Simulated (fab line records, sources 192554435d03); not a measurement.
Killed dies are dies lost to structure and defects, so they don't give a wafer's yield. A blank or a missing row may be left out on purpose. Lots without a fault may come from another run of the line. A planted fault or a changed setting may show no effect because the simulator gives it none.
fab line records | flow n5_finfet
record lots=7 wafers=39
route steps=1938 shown WELL_APT@26 PMOS_HMC_CHANNEL_EPI@64 SD_EPI_P@321 HKMG_FIN@454 MOL_CONTACT_COAG@584 BEOL_M0@736 BEOL_M2@884 BEOL_M3@950 BEOL_M4@1111
start_h: hours from the record's first day to the start of the lot's first wafer shown | wait_h: hours since the lot's step before | " the same as in the row above | L1.1+2: a row that stands for several wafers | - no value, or no start given | * or withheld: withheld | < > ~ a bound
route shown NAME@n: a module of which the file shows steps, and the number in the route of the first | usual: mean/standard deviation of fault-free wafers | same: alike in all rows | chamber/n: place in a boat | sites: the reading at each site | _std_site: their standard deviation | _edge_site: outer sites' mean less inner sites' | radius_mm: how far each site lies from the wafer's centre | mask NAME#n: copy n | behind: the tool/chamber that last shaped the wafer | hold: why the lot was held/for how many hours/how that ended | device: the transistor (n, p or np) that didn't switch | end of line: the same wafers' tests at the end of the route | a step without rows: its recipe alone | killed: dies lost to structure and defects at the first sort, not the wafer's yield | map: a wafer's dies, x killed, . not, _ none there
set.NAME: the setting as run; set.NAME@STEP: as run at that earlier step | model.NAME: the simulator's own value behind a step, which no gauge read
lots whose settings were changed on purpose; a table a step, a row a wafer
## steps
# step N5_WELL_APT_DEVELOP_07
# recipe develop_time_s=45 rinse_liquid=surfactant_rinse dry=air_spin dev_temp_c=21
# step N5_PMOS_HMC_CHANNEL_EPI_DEVELOP_08
# recipe develop_time_s=30 developer=TMAH resist=CAR-ArF-block dev_temp_c=23 rinse_liquid=diw dry=air_spin
# step N5_SD_EPI_P_EPI_21
# recipe material=SiGe:B dopant=B temp_c=550 pressure_torr=20 ambient=H2 time_s=355
# step N5_HKMG_FIN_ETCHBACK_68
# recipe chemistry=Cl2/Ar stop_on=HfO2 target_depth_a=5 pressure_mtorr=10 icp_w=600 bias_w=60 Cl2_flow_sccm=40 Ar_flow_sccm=60
# step N5_MOL_CONTACT_COAG_ETCHBACK_135
# recipe chemistry=CHF3 target=SiO2 target_depth_a=250 time_s=16.7 ion_energy_ev=200 pressure_mtorr=30 source_w=610 bias_w=170 Ar_flow_sccm=200 CHF3_flow_sccm=50
# step N5_BEOL_M0_SPUTTER_132
# recipe material=Cu target_thk_a=40 temp_c=-20 chamber_pressure_pa=0.07 power_w=withheld time_s=7.37
# step N5_BEOL_M2_ETCH_70
# recipe chemistry=N2/H2 target=SOC target_depth_a=800 overetch_a=240 mask_material=SiARC temp_c=40 time_s=130 ion_energy_ev=200 pressure_mtorr=30 source_w=840 bias_w=150 n2_flow_sccm=200 h2_flow_sccm=200
# step N5_BEOL_M3_ETCH_64
# recipe chemistry=N2/H2 target=SOC target_depth_a=750 overetch_a=150 mask_material=SiARC temp_c=40 time_s=112.5 ion_energy_ev=200 pressure_mtorr=30 source_w=840 bias_w=150 n2_flow_sccm=200 h2_flow_sccm=200
# step N5_BEOL_M4_RC_MEAS_101
# usual REXT_P=100.1/2.4 RS_SD_P=65.4/1.1 VT_P_LVT=-99/3.2
# columns lot.wafer tool chamber start_h wait_h set.develop_time_s@WELL_APT_DEVELOP_07 set.develop_time_s@PMOS_HMC_CHANNEL_EPI_DEVELOP_08 set.time_s@SD_EPI_P_EPI_21 set.target_depth_a@HKMG_FIN_ETCHBACK_68 set.target_depth_a@MOL_CONTACT_COAG_ETCHBACK_135 set.target_thk_a@BEOL_M0_SPUTTER_132 set.time_s@BEOL_M2_ETCH_70 set.time_s@BEOL_M3_ETCH_64 REXT_P[ohm.um] RS_SD_P[ohm/sq] VT_P_LVT[mV]
L078.1 prober-01 0 200.62 0.0 33.09 30 355 5 250 49.25 130 112.5 100.3 66.7 -97
L078.2 " 0 " " 33.09 18.69 355 5 250 40 130 112.5 100.7 67.2 -98
L078.3 " 0 " " 33.09 18.69 355 3.856 250 40 81.98 112.5 99.3 67.6 -99
L078.4 " 0 " " 45 18.69 355 3.856 250 49.25 81.98 112.5 99.4 67.1 -97
L078.5 " 0 " " 45 30 355 3.856 250 40 130 112.5 100.5 67.0 -98
L078.6 " 0 " " 45 30 355 5 250 49.25 81.98 112.5 100.5 66.8 -101
L077.1 prober-02 0 202.84 0.0 45 30 355 5 250 40 173.3 55.45 - - -
L077.2 " 0 " " 45 39.49 355 5 250 40 173.3 112.5 102.0 65.1 -96
L077.3 " 0 " " 45 39.49 355 5 154.9 33.16 173.3 55.45 - - -
L077.4 " 0 " " 45 39.49 355 5 154.9 40 130 112.5 102.5 64.7 -99
L077.5 " 0 " " 45 30 355 5 250 33.16 130 55.45 - - -
L077.6 " 0 " " 45 30 355 5 154.9 33.16 130 112.5 100.7 64.9 -97
L084.1 prober-01 0 241.22 0.0 45 42.27 269 3.054 355.5 40 130 58.75 - - -
L084.2 " 0 " " 70.19 42.27 355 5 250 22 130 112.5 101.6 65.4 -97
L084.3 " 0 " " 45 30 355 3.054 355.5 40 153.7 112.5 100.5 66.8 -94
L084.4 " 0 " " 70.19 30 269 5 355.5 22 153.7 58.75 - - -
L084.5 " 0 " " 70.19 30 269 3.054 250 22 130 58.75 - - -
L084.6 " 0 " " 45 42.27 355 5 250 40 153.7 112.5 100.9 66.0 -94
L085.1 prober-01 0 243.22 0.0 45 18.52 355 5 106.8 40 130 175.1 94.3 65.9 -106
L085.2 " 0 " " 35.06 30 355 5 250 40 130 112.5 94.0 64.8 -103
L085.3 " 0 " " 45 18.52 355 6.051 250 40 130 112.5 95.2 66.4 -99
L085.4 " 0 " " 35.06 18.52 210.4 6.051 106.8 40 130 112.5 113.3 103.5 -114
L085.5 " 0 " " 35.06 30 210.4 5 106.8 40 130 175.1 112.7 101.2 -113
L085.6 " 0 " " 45 30 210.4 6.051 250 40 130 175.1 111.5 102.8 -111
L088.1 prober-01 0 273.53 0.0 61.81 41.03 355 2.383 181 40 95.01 112.5 100.6 63.6 -96
L088.2 " 0 " " 45 30 355 2.383 250 40 130 112.5 102.3 64.7 -99
L088.3 " 0 " " 61.81 41.03 355 5 250 40 130 139 101.5 64.7 -98
L088.4 " 0 " " 61.81 30 238.2 5 181 40 95.01 112.5 112.0 88.0 -109
L088.5 " 0 " " 45 41.03 238.2 2.383 250 40 95.01 139 114.8 88.6 -106
L088.6 " 0 " " 45 30 238.2 5 181 40 130 139 115.5 89.0 -108
L090.2 prober-01 0 276.27 0.2 45 30 355 5 250 40 130 112.5 100.1 66.3 -97
L090.4 " 0 " " 45 30 355 5 250 40 130 112.5 100.7 67.4 -100
L090.6 " 0 " " 45 30 355 5 250 40 130 112.5 100.2 66.9 -97
L089.1 prober-02 0 276.83 0.0 34.51 30 355 2.651 250 47.63 130 112.5 103.2 64.2 -100
L089.2 " 0 " " 45 30 355 5 140.5 47.63 130 64.17 - - -
L089.3 " 0 " " 45 30 355 5 250 40 130 64.17 - - -
L089.4 " 0 " " 34.51 30 355 5 250 40 130 112.5 101.7 64.1 -95
L089.5 " 0 " " 34.51 30 355 2.651 140.5 40 130 64.17 - - -
L089.6 " 0 " " 45 30 355 2.651 140.5 47.63 130 112.5 102.9 65.7 -105
## key
split step=N5_WELL_APT_DEVELOP_07 setting=develop_time_s stated_as=45
response none clear
split step=N5_PMOS_HMC_CHANNEL_EPI_DEVELOP_08 setting=develop_time_s stated_as=30
response none clear
split step=N5_SD_EPI_P_EPI_21 setting=time_s stated_as=355
response step=N5_BEOL_M4_RC_MEAS_101 reading=RS_SD_P slope=-0.852 per=1% together_with=all explained=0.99
response step=N5_BEOL_M4_RC_MEAS_101 reading=REXT_P slope=-0.421 per=1% together_with=all explained=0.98
response step=N5_BEOL_M4_RC_MEAS_101 reading=VT_P_LVT slope=+0.254 per=1% together_with=all explained=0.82
split step=N5_HKMG_FIN_ETCHBACK_68 setting=target_depth_a stated_as=5
response none clear
split step=N5_MOL_CONTACT_COAG_ETCHBACK_135 setting=target_depth_a stated_as=250
response none clear
split step=N5_BEOL_M0_SPUTTER_132 setting=target_thk_a stated_as=40
response none clear
split step=N5_BEOL_M2_ETCH_70 setting=time_s stated_as=130
response none clear
split step=N5_BEOL_M3_ETCH_64 setting=time_s stated_as=112.5
response none clear
